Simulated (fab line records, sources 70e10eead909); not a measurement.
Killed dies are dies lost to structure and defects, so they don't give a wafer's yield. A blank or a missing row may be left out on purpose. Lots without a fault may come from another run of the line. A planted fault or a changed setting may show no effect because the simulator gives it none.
Chamber matching | flow nand_harc | NHARC_P_GATE_DESCUM_31 on rie_diel-12: 4 sister chambers
The step chemistry O2, time 3 s. 14 wafers are shown with their chamber, then 7 later ones without.

WAFERS WITH THEIR CHAMBER
wafer  | chamber | showerhead_plenum_p_Torr (Torr) | drypump_motor_current_A (A) | rf_vpp_V (V)
L100.3 | 2       | 1.85                            | 5.7                         | 57.0
L100.4 | 1       | 1.98                            | 5.3                         | 58.5
L100.5 | 3       | 1.87                            | 5.8                         | 58.9
L104.1 | 2       | 1.84                            | 5.6                         | 56.3
L104.2 | 0       | 1.90                            | 6.7                         | 57.9
L104.4 | 1       | 1.97                            | 5.3                         | 57.7
L107.4 | 2       | 1.84                            | 5.6                         | 55.7
L107.5 | 1       | 1.97                            | 5.4                         | 59.3
L107.6 | 2       | 1.84                            | 5.6                         | 57.9
L110.2 | 0       | 1.90                            | 6.7                         | 57.9
L110.4 | 1       | 1.97                            | 5.4                         | 58.8
L110.6 | 2       | 1.84                            | 5.6                         | 57.9
L115.2 | 1       | 1.97                            | 5.4                         | 57.3
L115.4 | 0       | 1.90                            | 6.7                         | 57.8

SIGNATURES (means of the wafers above)
reading                  | chamber 0 | chamber 1 | chamber 2 | chamber 3 | scatter within a chamber
showerhead_plenum_p_Torr | 1.9000    | 1.9720    | 1.8420    | 1.8700    | 0.004
drypump_motor_current_A  | 6.700     | 5.360     | 5.620     | 5.800     | 0.0447
rf_vpp_V                 | 57.867    | 58.320    | 56.960    | 58.900    | 0.803
Rule: a wafer's distance from a chamber is the root of the sum, over the readings, of the square of ((its reading less the chamber's mean) divided by the reading's scatter). The wafer belongs to the nearest chamber; if the next one is less than 2 further off, it can't be placed. The scatter: the root of (the sum of the squares of (reading less its chamber's mean) over the shown wafers, divided by (wafers less chambers)).

WAFERS WITHOUT THEIR CHAMBER
wafer  | showerhead_plenum_p_Torr (Torr) | drypump_motor_current_A (A) | rf_vpp_V (V)
L115.5 | 1.90                            | 6.7                         | 58.6
L116.2 | 1.97                            | 5.4                         | 57.3
L116.5 | 1.97                            | 5.4                         | 58.9
L116.6 | 1.83                            | 5.6                         | 57.0
L122.2 | 1.96                            | 5.3                         | 57.2
L122.3 | 1.83                            | 5.6                         | 57.0
L122.6 | 1.96                            | 5.3                         | 59.2

WHICH CHAMBER EACH WENT THROUGH
wafer  | from the rows above | in truth
L115.5 | 0                   | 0
L116.2 | 1                   | 1
L116.5 | 1                   | 1
L116.6 | 2                   | 2
L122.2 | 1                   | 1
L122.3 | 2                   | 2
L122.6 | 1                   | 1
Placed correctly: 7 of 7. Can't be placed from these rows: 0. Placed wrongly: 0.
